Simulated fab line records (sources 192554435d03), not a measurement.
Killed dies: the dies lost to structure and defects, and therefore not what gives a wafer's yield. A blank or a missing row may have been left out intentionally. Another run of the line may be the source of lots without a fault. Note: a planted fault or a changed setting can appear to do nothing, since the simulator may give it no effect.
fab line records    flow n5_finfet
record: lots: 5  wafers: 15  last_day: 18
route steps=1938 shown BEOL_M14@1723
lots that met no fault: taken from a fault-free run of the same line
start_h: start of the lot's first displayed wafer, in hours after the record's first day    wait_h: hours elapsed since this lot's preceding step    " the same as in the row above    L1.1+2: one row covering several wafers at once    - either no value or no given start    * or withheld: withheld    < > ~ a bound
route shown NAME@n: names a module that has steps shown in the file, with the first one's number in the route    usual: the fault-free wafers' mean and standard deviation    same: alike in all rows    chamber/n: place in a boat    sites: each site's reading    _std_site: the standard deviation of these    _edge_site: the outer-site mean with the inner-site mean subtracted    radius_mm: for every site, how far away it sits from the centre of the wafer    mask NAME#n: copy n    behind: the last tool/chamber to shape the wafer    hold: why the lot went on hold/how many hours it stayed there/how the hold came to an end    device: whichever transistor did not switch (one of n, p or np)    end of line: the tests these same wafers got at the end of their route    step lacking rows: just its recipe    killed: not the wafer's yield, but the dies lost to structure and defects at the first sort    map: a wafer's dies, x killed, . not, _ none there
set.NAME: the setting that was run; set.NAME@STEP: the one run at that earlier step    model.NAME: the simulator's own value behind a step, which no gauge read
lots seen at some steps along the route; tables by step, rows by wafer
services: when a tool's chamber went out of use (start_h, in hours from the record's first day, below 0 if earlier), for how many hours, and the reason
== steps ==
step: N5_BEOL_M14_PEB_08
recipe: peb_temp_c: 130  peb_time_s: 90
lot.wafer   tool            chamber  start_h  wait_h
L074.2+4+6  litho_track-02  0        291.86   0.0
L078.2+3+5  litho_track-03  0        306.87   0.0
L085.1+3+5  litho_track-04  0        333.53   0.1
L089.3+5+6  litho_track-03  0        361.65   0.0
L096.2+5+6  litho_track-02  0        408.58   0.0
step: N5_BEOL_M14_DEVELOP_09
recipe: develop_time_s: 45  rinse_liquid: diw  dry: air_spin  dev_temp_c: 21
usual: developer_temp_C: 21.03/0.13
same: develop_time_s: 45
lot.wafer  tool            chamber  start_h  wait_h  developer_temp_C
L074.2     litho_track-02  0        -        -       21.11
L074.4     "               0        "        "       21.01
L074.6     "               0        "        "       21.07
L078.2     litho_track-03  0        -        -       21.08
L078.3     "               0        "        "       20.60
L078.5     "               0        "        "       20.95
L085.1     litho_track-04  0        -        -       20.88
L085.3     "               0        "        "       20.84
L085.5     "               0        "        "       21.07
L089.3     litho_track-03  0        -        -       20.98
L089.5     "               0        "        "       21.02
L089.6     "               0        "        "       20.89
L096.2     litho_track-02  0        -        -       21.30
L096.5     "               0        "        "       21.04
L096.6     "               0        "        "       21.24
step: N5_BEOL_M14_HARDBAKE_14
recipe: temp_c: 130  time_s: 120
lot.wafer   tool            chamber  start_h  wait_h
L074.2+4+6  litho_track-02  0        -        -
L078.2+3+5  litho_track-03  0        -        -
L085.1+3+5  litho_track-04  0        -        -
L089.3+5+6  litho_track-03  0        -        -
L096.2+5+6  litho_track-02  0        -        -
step: N5_BEOL_M14_CD_MEAS_10
recipe: target_cd_nm: 250  landing_energy_ev: 500  detector: se_inlens  polarity: opening
usual: cd_nm: 251.0/2.2
lot.wafer  tool       chamber  start_h  wait_h  cd_nm
L074.2     cd_sem-02  0        291.98   -       251.0
L074.4     "          0        "        "       248.5
L074.6     "          0        "        "       252.4
L078.2     cd_sem-01  0        306.99   -       249.3
L078.3     "          0        "        "       252.2
L078.5     "          0        "        "       249.1
L085.1     cd_sem-02  0        333.65   -       247.9
L085.3     "          0        "        "       248.4
L085.5     "          0        "        "       249.8
L089.3     cd_sem-02  0        361.77   -       249.2
L089.5     "          0        "        "       249.7
L089.6     "          0        "        "       251.8
L096.2     cd_sem-02  0        408.70   -       251.5
L096.5     "          0        "        "       253.6
L096.6     "          0        "        "       249.4
step: N5_BEOL_M14_OVL_MEAS_11
recipe: points_per_wafer: 44
usual: V13_OVL: 1/4.6
lot.wafer  tool        chamber  start_h  wait_h  V13_OVL[nm]
L074.2     overlay-02  0        292.01   0.0     3
L074.4     "           0        "        "       2
L074.6     "           0        "        "       10
L078.2     overlay-02  0        307.02   0.0     1
L078.3     "           0        "        "       1
L078.5     "           0        "        "       7
L085.1     overlay-02  0        333.68   0.0     -2
L085.3     "           0        "        "       9
L085.5     "           0        "        "       2
L089.3     overlay-01  0        361.80   0.0     2
L089.5     "           0        "        "       9
L089.6     "           0        "        "       -2
L096.2     overlay-01  0        408.73   0.0     -4
L096.5     "           0        "        "       -7
L096.6     "           0        "        "       -2
step: N5_BEOL_M14_INSPECT_12
recipe: mode: adi  inspect_instrument: macro
usual: raw_defect_count: 2.1/1.5
lot.wafer  tool               chamber  start_h  wait_h  raw_defect_count
L074.2     defect_inspect-02  -        292.03   0.0     3
L074.4     "                  -        "        "       4
L074.6     "                  -        "        "       3
L078.2     defect_inspect-02  -        307.04   0.0     4
L078.3     "                  -        "        "       0
L078.5     "                  -        "        "       2
L085.1     defect_inspect-01  -        333.70   0.0     2
L085.3     "                  -        "        "       3
L085.5     "                  -        "        "       1
L089.3     defect_inspect-01  -        361.82   0.0     3
L089.5     "                  -        "        "       4
L089.6     "                  -        "        "       1
L096.2     defect_inspect-02  -        408.75   0.0     1
L096.5     "                  -        "        "       3
L096.6     "                  -        "        "       2
step: N5_BEOL_M14_DESCUM_15
recipe: chemistry: O2  time_s: 7.9  source_power_w: 50  bias_power_w: 20  pressure_mtorr: 20  rf_frequency_hz: 2.712e+07  temp_c: 40  o2_flow_sccm: 225
usual: drypump_motor_current_A: 5.7/0.39  oes_product_au: 0.81/0.062  rf_vpp_V: 243.5/1.6  showerhead_plenum_p_Torr: 2.12/0.1  throttle_valve_pct: 20.46/0.23
lot.wafer  tool         chamber  start_h  wait_h  drypump_motor_current_A  oes_product_au  rf_hours_counter_h  rf_vpp_V  showerhead_plenum_p_Torr  throttle_valve_pct
L074.2     rie_diel-05  2        292.78   0.7     5.6                      0.80            94                  243.7     2.21                      20.47
L074.4     "            1        "        "       5.5                      0.84            52                  242.9     2.03                      20.27
L074.6     "            3        "        "       5.5                      0.90            -                   243.6     2.14                      20.43
L078.2     rie_diel-03  0        307.69   0.7     5.6                      0.86            43                  244.2     2.21                      20.05
L078.3     "            1        "        "       5.5                      0.81            97                  245.6     2.19                      20.47
L078.5     "            3        "        "       6.5                      0.67            -                   243.4     2.08                      20.41
L085.1     rie_diel-01  2        333.89   0.2     5.1                      0.85            64                  242.7     2.02                      20.10
L085.3     "            3        "        "       6.5                      0.81            88                  243.3     2.21                      20.79
L085.5     "            1        "        "       5.8                      0.82            -                   240.9     2.04                      20.48
L089.3     rie_diel-05  1        361.85   0.0     5.6                      0.81            79                  244.3     2.02                      20.32
L089.5     "            2        "        "       5.6                      0.77            -                   243.9     2.20                      20.52
L089.6     "            1        "        "       5.5                      0.81            -                   242.7     2.02                      20.33
L096.2     rie_diel-01  1        408.78   0.0     5.8                      0.78            150                 242.3     2.03                      20.56
L096.5     "            2        "        "       5.1                      0.81            -                   242.9     2.01                      20.14
L096.6     "            1        "        "       5.8                      0.78            -                   243.1     2.03                      20.54
step: N5_BEOL_M14_ETCH_59
recipe: chemistry: N2/H2  target: BARC  target_depth_a: 890  overetch_a: 267  time_s: 67.9  ion_energy_ev: 200  pressure_mtorr: 30  source_w: 840  bias_w: 150  n2_flow_sccm: 200  h2_flow_sccm: 200
usual: drypump_motor_current_A: 5.7/0.38  oes_product_au: 0.69/0.051  rf_vpp_V: 525/3.5  showerhead_plenum_p_Torr: 2.58/0.12  throttle_valve_pct: 17.88/0.25
lot.wafer  tool         chamber  start_h  wait_h  drypump_motor_current_A  oes_product_au  rf_hours_counter_h  rf_vpp_V  showerhead_plenum_p_Torr  throttle_valve_pct
L074.2     rie_diel-05  2        292.81   0.0     5.6                      0.69            94                  527       2.65                      17.73
L074.4     "            1        "        "       5.5                      0.73            52                  521       2.48                      17.87
L074.6     "            3        "        "       5.5                      0.76            -                   526       2.61                      17.83
L078.2     rie_diel-03  0        307.73   0.0     5.6                      0.74            43                  528       2.70                      17.61
L078.3     "            1        "        "       5.5                      0.69            97                  528       2.69                      18.10
L078.5     "            3        "        "       6.5                      0.58            -                   523       2.49                      17.62
L085.1     rie_diel-01  2        333.92   0.0     5.1                      0.72            64                  521       2.45                      17.43
L085.3     "            3        "        "       6.5                      0.69            88                  528       2.67                      17.99
L085.5     "            1        "        "       5.8                      0.70            -                   521       2.47                      17.99
L089.3     rie_diel-05  1        361.89   0.0     5.5                      0.69            79                  521       2.47                      17.93
L089.5     "            2        "        "       5.7                      0.67            -                   526       2.64                      17.79
L089.6     "            1        "        "       5.6                      0.69            -                   521       2.47                      17.93
L096.2     rie_diel-01  1        408.82   0.0     5.8                      0.67            150                 519       2.46                      18.06
L096.5     "            2        "        "       5.1                      0.69            -                   520       2.44                      17.49
L096.6     "            1        "        "       5.8                      0.67            -                   520       2.46                      18.05
step: N5_BEOL_M14_VIA_ETCH_16
recipe: chemistry: C4F8/O2/Ar  target: SiO2  he_inner_torr: 15  he_outer_torr: 30  target_depth_a: 12313  time_s: withheld  ion_energy_ev: 800  pressure_mtorr: 20  source_w: 1905  bias_w: 2040  Ar_flow_sccm: 400  C4F8_flow_sccm: 16  O2_flow_sccm: 12  ends: cleared
usual: O2_flow_sccm: 12.00/0.034  drypump_motor_current_A: 5.7/0.38  he_outer_torr: 30.01/0.057  mfc_ar_sccm: 399.9/1.1  oes_product_au: 0.73/0.055  rf_vpp_V: 2256/38  showerhead_plenum_p_Torr: 3.48/0.15  throttle_valve_pct: 30.89/0.28
lot.wafer  tool         chamber  start_h  wait_h  O2_flow_sccm  drypump_motor_current_A  he_outer_torr  mfc_ar_sccm  oes_product_au  rf_vpp_V  showerhead_plenum_p_Torr  throttle_valve_pct
L074.2     rie_diel-05  2        292.87   0.0     12.01         5.7                      30.02          400.3        0.72            2268      3.58                      30.72
L074.4     "            1        "        "       12.05         5.6                      29.91          400.3        0.76            2190      3.38                      31.00
L074.6     "            3        "        "       12.06         5.5                      29.97          400.1        0.81            2260      3.51                      30.99
L078.2     rie_diel-03  0        307.78   0.0     11.97         5.7                      29.99          400.1        0.78            2271      3.62                      30.57
L078.3     "            1        "        "       11.97         5.4                      29.93          399.0        0.74            2285      3.60                      31.11
L078.5     "            3        "        "       11.95         6.4                      29.90          399.3        0.62            2284      3.38                      30.56
L085.1     rie_diel-01  2        333.97   0.0     12.03         5.1                      30.13          401.3        0.77            2285      3.33                      30.49
L085.3     "            3        "        "       12.07         6.5                      29.99          401.1        0.74            2277      3.64                      31.44
L085.5     "            1        "        "       12.02         5.8                      29.98          400.4        0.76            2202      3.34                      30.89
L089.3     rie_diel-05  1        361.94   0.0     12.05         5.6                      30.06          400.3        0.73            2187      3.37                      31.02
L089.5     "            2        "        "       11.93         5.7                      30.15          398.3        0.70            2266      3.56                      30.73
L089.6     "            1        "        "       12.00         5.6                      30.02          401.5        0.74            2188      3.37                      31.03
L096.2     rie_diel-01  1        408.87   0.0     11.97         5.8                      29.98          400.4        0.72            2201      3.32                      30.93
L096.5     "            2        "        "       12.01         5.1                      30.05          400.2        0.73            2283      3.31                      30.50
L096.6     "            1        "        "       11.99         5.8                      30.05          399.3        0.71            2200      3.32                      30.92
step: N5_BEOL_M14_STRIP_63
recipe: chemistry: O2  power_w: 600  temp_c: 60  pressure_mtorr: 30  rf_frequency_hz: 6e+07  bias_power_w: 0  overash_fraction: 0.3  o2_flow_sccm: 225
usual: drypump_motor_current_A: 5.7/0.39  oes_product_au: 0.81/0.062  rf_vpp_V: 3.7/0.88  showerhead_plenum_p_Torr: 2.13/0.1  throttle_valve_pct: 16.68/0.22
lot.wafer  tool         chamber  start_h  wait_h  drypump_motor_current_A  oes_product_au  rf_hours_counter_h  rf_vpp_V  showerhead_plenum_p_Torr  throttle_valve_pct
L074.2     rie_diel-05  2        -        -       5.7                      0.78            94                  3.9       2.22                      16.69
L074.4     "            1        "        "       5.5                      0.83            52                  2.4       2.03                      16.51
L074.6     "            3        "        "       5.5                      0.89            -                   4.9       2.14                      16.61
L078.2     rie_diel-03  0        -        -       5.6                      0.87            43                  4.5       2.21                      16.29
L078.3     "            1        "        "       5.5                      0.83            97                  2.6       2.20                      16.70
L078.5     "            3        "        "       6.4                      0.68            -                   2.1       2.08                      16.70
L085.1     rie_diel-01  2        -        -       5.1                      0.84            64                  3.3       2.02                      16.33
L085.3     "            3        "        "       6.4                      0.79            88                  3.2       2.22                      16.95
L085.5     "            1        "        "       5.8                      0.81            -                   4.8       2.05                      16.68
L089.3     rie_diel-05  1        -        -       5.5                      0.80            79                  3.9       2.03                      16.56
L089.5     "            2        "        "       5.7                      0.78            -                   3.6       2.21                      16.75
L089.6     "            1        "        "       5.6                      0.81            -                   2.9       2.03                      16.57
L096.2     rie_diel-01  1        -        -       5.9                      0.78            150                 3.2       2.03                      16.72
L096.5     "            2        "        "       5.1                      0.81            -                   4.3       2.01                      16.42
L096.6     "            1        "        "       5.8                      0.78            -                   2.4       2.03                      16.72
step: N5_BEOL_M14_STRIP_64
recipe: chemistry: O2  power_w: 600  temp_c: 60  pressure_mtorr: 30  rf_frequency_hz: 6e+07  bias_power_w: 0  overash_fraction: 0.3  o2_flow_sccm: 225
usual: drypump_motor_current_A: 5.7/0.39  oes_product_au: 0.81/0.062  rf_vpp_V: 3.6/0.48  showerhead_plenum_p_Torr: 2.13/0.1  throttle_valve_pct: 16.68/0.22
lot.wafer  tool         chamber  start_h  wait_h  drypump_motor_current_A  oes_product_au  rf_hours_counter_h  rf_vpp_V  showerhead_plenum_p_Torr  throttle_valve_pct
L074.2     rie_diel-05  2        -        -       5.6                      0.80            94                  4.1       2.22                      16.69
L074.4     "            1        "        "       5.5                      0.85            52                  3.0       2.03                      16.49
L074.6     "            3        "        "       5.5                      0.91            -                   4.1       2.14                      16.61
L078.2     rie_diel-03  0        -        -       5.6                      0.87            43                  3.3       2.21                      16.29
L078.3     "            1        "        "       5.4                      0.82            97                  3.3       2.19                      16.68
L078.5     "            3        "        "       6.4                      0.68            -                   3.5       2.08                      16.70
L085.1     rie_diel-01  2        -        -       5.1                      0.85            64                  3.5       2.02                      16.35
L085.3     "            3        "        "       6.5                      0.81            88                  2.5       2.22                      16.97
L085.5     "            1        "        "       5.8                      0.81            -                   3.7       2.05                      16.67
L089.3     rie_diel-05  1        -        -       5.6                      0.80            79                  4.0       2.03                      16.57
L089.5     "            2        "        "       5.6                      0.77            -                   3.6       2.21                      16.73
L089.6     "            1        "        "       5.6                      0.81            -                   4.2       2.03                      16.56
L096.2     rie_diel-01  1        -        -       5.8                      0.78            150                 4.6       2.03                      16.74
L096.5     "            2        "        "       5.1                      0.81            -                   3.0       2.01                      16.43
L096.6     "            1        "        "       5.8                      0.78            -                   3.7       2.03                      16.74
step: N5_BEOL_M14_STRIP_71
recipe: chemistry: post_etch_residue_remover  time_s: 60  temp_c: 25  remover_ph: withheld  remover_water_wt_pct: withheld  remover_fluoride_wt_pct: withheld
lot.wafer   tool          chamber  start_h  wait_h
L074.2+4+6  wet_bench-01  2,7,4    293.15   -
L078.2+3+5  wet_bench-02  1,7,4    308.07   -
L085.1+3+5  wet_bench-02  6,2,7    334.26   -
L089.3+5+6  wet_bench-01  1,7,4    362.23   -
L096.2+5+6  wet_bench-02  3,1,6    409.16   -
step: N5_BEOL_M14_SRD_72
recipe: time_s: 30  temp_c: 23  rinse_liquid: diw  dry: n2_spin  spin_rpm: 1500  dry_time_s: 30
lot.wafer   tool          chamber  start_h  wait_h
L074.2+4+6  wet_bench-01  2,7,4    293.17   0.0
L078.2+3+5  wet_bench-02  1,7,4    308.11   0.0
L085.1+3+5  wet_bench-02  6,2,7    334.28   0.0
L089.3+5+6  wet_bench-01  1,7,4    362.25   0.0
L096.2+5+6  wet_bench-02  3,1,6    409.18   0.0
step: N5_BEOL_M14_CD_MEAS_17
recipe: target_cd_nm: 250  polarity: opening
usual: cd_nm: 252.0/2.4
lot.wafer  tool       chamber  start_h  wait_h  cd_nm
L074.2     cd_sem-01  -        293.22   0.0     251.0
L074.4     "          -        "        "       249.5
L074.6     "          -        "        "       254.7
L078.2     cd_sem-03  -        308.17   0.0     251.3
L078.3     "          -        "        "       254.1
L078.5     "          -        "        "       250.2
L085.1     cd_sem-02  -        334.32   0.0     250.0
L085.3     "          -        "        "       248.1
L085.5     "          -        "        "       249.1
L089.3     cd_sem-02  -        362.29   0.0     249.8
L089.5     "          -        "        "       251.2
L089.6     "          -        "        "       252.9
L096.2     cd_sem-03  -        409.22   0.0     251.2
L096.5     "          -        "        "       253.9
L096.6     "          -        "        "       249.9
step: N5_BEOL_M14_COAT_65
recipe: resist: SOC  temp_c: 250  time_s: 60  spin_rpm: 1500  resist_thk_nm: 450
lot.wafer   tool            chamber  start_h  wait_h
L074.2+4+6  litho_track-02  0        293.25   0.0
L078.2+3+5  litho_track-03  0        308.20   0.0
L085.1+3+5  litho_track-04  0        334.36   0.0
L089.3+5+6  litho_track-03  0        362.33   0.0
L096.2+5+6  litho_track-02  0        409.26   0.0
step: N5_BEOL_M14_COAT_66
recipe: resist: SiARC  temp_c: 220  time_s: 60  spin_rpm: 1500  resist_thk_nm: 110
lot.wafer   tool            chamber  start_h  wait_h
L074.2+4+6  litho_track-02  0        -        -
L078.2+3+5  litho_track-03  0        -        -
L085.1+3+5  litho_track-04  0        -        -
L089.3+5+6  litho_track-03  0        -        -
L096.2+5+6  litho_track-02  0        -        -
step: N5_BEOL_M14_COAT_22
recipe: spin_rpm: 2888  resist_thk_nm: 300
lot.wafer   tool            chamber  start_h  wait_h
L074.2+4+6  litho_track-02  0        -        -
L078.2+3+5  litho_track-03  0        -        -
L085.1+3+5  litho_track-04  0        -        -
L089.3+5+6  litho_track-03  0        -        -
L096.2+5+6  litho_track-02  0        -        -
step: N5_BEOL_M14_EBR_24
recipe: solvent: PGMEA  ebr_width_mm: 1.5
lot.wafer   tool            chamber  start_h  wait_h
L074.2+4+6  litho_track-02  0        -        -
L078.2+3+5  litho_track-03  0        -        -
L085.1+3+5  litho_track-04  0        -        -
L089.3+5+6  litho_track-03  0        -        -
L096.2+5+6  litho_track-02  0        -        -
step: N5_BEOL_M14_SOFTBAKE_23
recipe: temp_c: 130  time_s: 60
lot.wafer   tool            chamber  start_h  wait_h
L074.2+4+6  litho_track-02  0        -        -
L078.2+3+5  litho_track-03  0        -        -
L085.1+3+5  litho_track-04  0        -        -
L089.3+5+6  litho_track-03  0        -        -
L096.2+5+6  litho_track-02  0        -        -
step: N5_BEOL_M14_EXPOSE_25
recipe: mask_id: M14  na: 0.8  source_shape: annular  sigma_inner: 0.5  sigma_outer: 0.8  polarization: unpolarized  target_cd_nm: 280  dose_mj: 26.6
usual: exposure_dose_mJ_cm2: 26.572/0.027  focus_offset_nm: 0.0/0.48
lot.wafer  tool            chamber  start_h  wait_h  mask   exposure_dose_mJ_cm2  focus_offset_nm
L074.2     krf_scanner-01  0        293.37   -       M14#0  26.547                -0.5
L074.4     "               0        "        "       M14#0  26.526                -0.2
L074.6     "               0        "        "       M14#0  26.563                -0.2
L078.2     krf_scanner-01  0        308.32   -       M14#0  26.574                -0.1
L078.3     "               0        "        "       M14#0  26.549                -0.1
L078.5     "               0        "        "       M14#0  26.534                -0.7
L085.1     krf_scanner-02  0        334.48   -       M14#0  26.610                0.0
L085.3     "               0        "        "       M14#0  26.566                -0.3
L085.5     "               0        "        "       M14#0  26.605                0.1
L089.3     krf_scanner-02  0        362.45   -       M14#0  26.589                0.0
L089.5     "               0        "        "       M14#0  26.570                0.9
L089.6     "               0        "        "       M14#0  26.577                0.1
L096.2     krf_scanner-01  0        409.50   -       M14#0  26.590                0.2
L096.5     "               0        "        "       M14#0  26.561                0.0
L096.6     "               0        "        "       M14#0  26.545                -0.2
step: N5_BEOL_M14_PEB_26
recipe: peb_temp_c: 130  peb_time_s: 90
lot.wafer   tool            chamber  start_h  wait_h
L074.2+4+6  litho_track-04  0        293.43   0.0
L078.2+3+5  litho_track-04  0        308.38   0.0
L085.1+3+5  litho_track-02  0        334.54   0.1
L089.3+5+6  litho_track-02  0        362.50   0.0
L096.2+5+6  litho_track-02  0        409.56   0.0
== services ==
tool            chamber  start_h  hours  kind
krf_scanner-01  -        268.85   0.8    pm
krf_scanner-02  0        274.99   -      calibration
rie_diel-01     -        288.94   2.8    pm
rie_diel-05     0        293.56   3.4    repair
krf_scanner-02  -        294.53   2.9    repair
krf_scanner-01  -        313.60   1.3    pm
krf_scanner-01  0        321.09   -      calibration
litho_track-04  -        321.31   -      consumable_replace:filter
krf_scanner-01  -        321.73   1.0    pm
krf_scanner-02  -        341.44   4.0    repair
rie_diel-03     3        348.27   -      clean
rie_diel-03     3        348.27   -      consumable_replace:focus_ring
rie_diel-03     3        348.27   19.9   scheduled_down
rie_diel-03     3        348.27   19.9   vent_cycle
litho_track-02  -        361.12   -      consumable_replace:filter
krf_scanner-02  -        364.86   1.3    pm
rie_diel-05     2        381.55   8.7    repair
rie_diel-01     2        385.76   11.6   repair
krf_scanner-02  -        402.54   0.8    pm
== key ==
fault none
